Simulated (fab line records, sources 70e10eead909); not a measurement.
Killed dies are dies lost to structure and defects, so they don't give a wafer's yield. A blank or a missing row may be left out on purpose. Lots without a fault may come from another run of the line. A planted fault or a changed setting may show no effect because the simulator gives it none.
A struck lot beside a sound one | flow nand_harc | 22 steps out of a route of 1159
Sound: wafers L406.2, L406.4, L406.6. Struck: wafer L417.6. (L417.3, L417.4 of the same lot were not struck and are left out.) The cause comes at the end.
At each step with rows: each side's tool, then ch and its chambers, then its first start. Under that, the readings that differ: sound wafers | struck wafers | difference of the means | sigmas: that difference in standard deviations of wafers without a fault.
alike: readings whose means differ by less than 2 such deviations, and words and numbers that are the same on both sides. not compared: withheld readings, readings that some wafer has no value for, bounds like >300 that may hide the same value, and numbers for which the record gives no deviation and whose values overlap.
The two part at a step that has a row with sigmas, a row that says differs or no value, or rows on one side only. Numbers that don't overlap but have no deviation are shown without sigmas and don't part them. A reading that every wafer of one side lacks parts them only if that side has two wafers or more.

NHARC_A_BLC_CVD_24: deposits W, target thk 150 nm, time 434 s.
  sound on cvd_w-01 ch 0; struck on cvd_w-01 ch 0
  alike: chamber_pressure_Torr, heater_power_w, throttle_valve_pct
NHARC_A_BLC_CMP_25: polishes, t overpolish 30 s, target thk 150 nm.
  sound on cmp-01 ch 0,1, day 20 03:53; struck on cmp-04 ch 3, day 22 13:44
  alike: motor_current_A, overpolish_run_s, time_to_endpoint_s
then, 1 step without rows for these wafers: NHARC_A_BLC_SRD_27.
NHARC_A_BLC_INSPECT_28:
  sound on defect_inspect-01, day 20 04:17; struck on defect_inspect-02, day 22 14:08
  alike: raw_defect_count
then, 7 steps without rows for these wafers: NHARC_A_M0_DEP_00 (deposits SiOC, target thk 150 nm); NHARC_A_M0_DEHYDRATE_01 (time 120 s); NHARC_A_M0_HMDS_02 (time 30 s); NHARC_A_M0_COAT_33 (time 65 s); NHARC_A_M0_COAT_03 (resist thk 90 nm); NHARC_A_M0_SOFTBAKE_04 (time 55 s); NHARC_A_M0_EBR_05.
NHARC_A_M0_EXPOSE_06: exposes mask A M0, target cd 80 nm.
  sound on arfi_scanner-03 ch 0, day 20 05:04; struck on arfi_scanner-02 ch 0, day 22 14:47
  alike: mask
then, 2 steps without rows for these wafers: NHARC_A_M0_PEB_07 (peb time 65 s); NHARC_A_M0_DEVELOP_08 (develop time 35 s).
NHARC_A_M0_CD_MEAS_09: target cd 80 nm.
  sound on cd_sem-02 ch 0, day 20 05:12; struck on cd_sem-03 ch 0, day 22 14:55
  reading    | sound          | struck | difference | sigmas
  cd_nm (nm) | 79.8 80.2 79.5 | 63.0   | -16.8      | -24
NHARC_A_M0_OVL_MEAS_10: pitch 160 nm.
  sound on overlay-01, day 20 05:17; struck on overlay-01, day 22 15:01
  alike: overlay_x_nm, overlay_y_nm
NHARC_A_M0_INSPECT_11:
  sound on defect_inspect-01, day 20 05:19; struck on defect_inspect-01, day 22 15:02
  reading          | sound    | struck | difference | sigmas
  raw_defect_count | 16 16 14 | 44     | +29        | +2
NHARC_A_M0_DESCUM_14: chemistry O2, time 3 s.
  sound on rie_diel-06 ch 0,1, day 20 05:23; struck on rie_diel-06 ch 1, day 22 15:07
  reading               | sound            | struck | difference | sigmas
  model.A_M0.cd_nm (nm) | 80.08 79.82 79.8 | 63.67  | -16.23     |
  alike: drypump_motor_current_A, oes_product_au, rf_vpp_V, showerhead_plenum_p_Torr, throttle_valve_pct
  not compared: rf_hours_counter_h
NHARC_A_M0_ETCH_34: etches the open film in N2/H2, target depth 40 nm, overetch 12 nm, time 43.94 s.
  sound on rie_diel-06 ch 0,1,2, day 20 05:28; struck on rie_diel-06 ch 2, day 22 15:11
  alike: drypump_motor_current_A, n2_flow_sccm, oes_product_au, rf_vpp_V, showerhead_plenum_p_Torr, throttle_valve_pct
  not compared: rf_hours_counter_h
NHARC_A_M0_ETCH_15: etches the open film in C4F8/Ar, target depth 150 nm, overetch 15 nm, time 82.5 s.
  sound on rie_diel-06 ch 1,2,3; struck on rie_diel-06 ch 2
  reading               | sound             | struck | difference | sigmas
  model.A_M0.cd_nm (nm) | 79.75 79.74 80.56 | 63.3   | -16.7      |
  alike: oes_product_au, rf_vpp_V
  not compared: rf_hours_counter_h
NHARC_A_M0_CD_MEAS_16:
  sound on cd_sem-02, day 20 05:41; struck on cd_sem-02, day 22 15:25
  reading    | sound          | struck | difference | sigmas
  cd_nm (nm) | 79.8 80.1 80.4 | 63.3   | -16.8      | -17
NHARC_A_M0_STRIP_18: strips in N2/H2.
  sound on rie_diel-05 ch 0,3, day 20 05:47; struck on rie_diel-07 ch 1, day 22 15:29
  reading             | sound             | struck | difference | sigmas
  n2_flow_sccm (sccm) | 150.3 150.5 150.1 | 151.6  | +1.3       | +3
  alike: drypump_motor_current_A, oes_product_au, rf_vpp_V, showerhead_plenum_p_Torr, throttle_valve_pct
  not compared: rf_hours_counter_h

WHERE THEY PART
First at NHARC_A_M0_CD_MEAS_09; last, within this record, at NHARC_A_M0_STRIP_18.

WHY: what the simulator had put in
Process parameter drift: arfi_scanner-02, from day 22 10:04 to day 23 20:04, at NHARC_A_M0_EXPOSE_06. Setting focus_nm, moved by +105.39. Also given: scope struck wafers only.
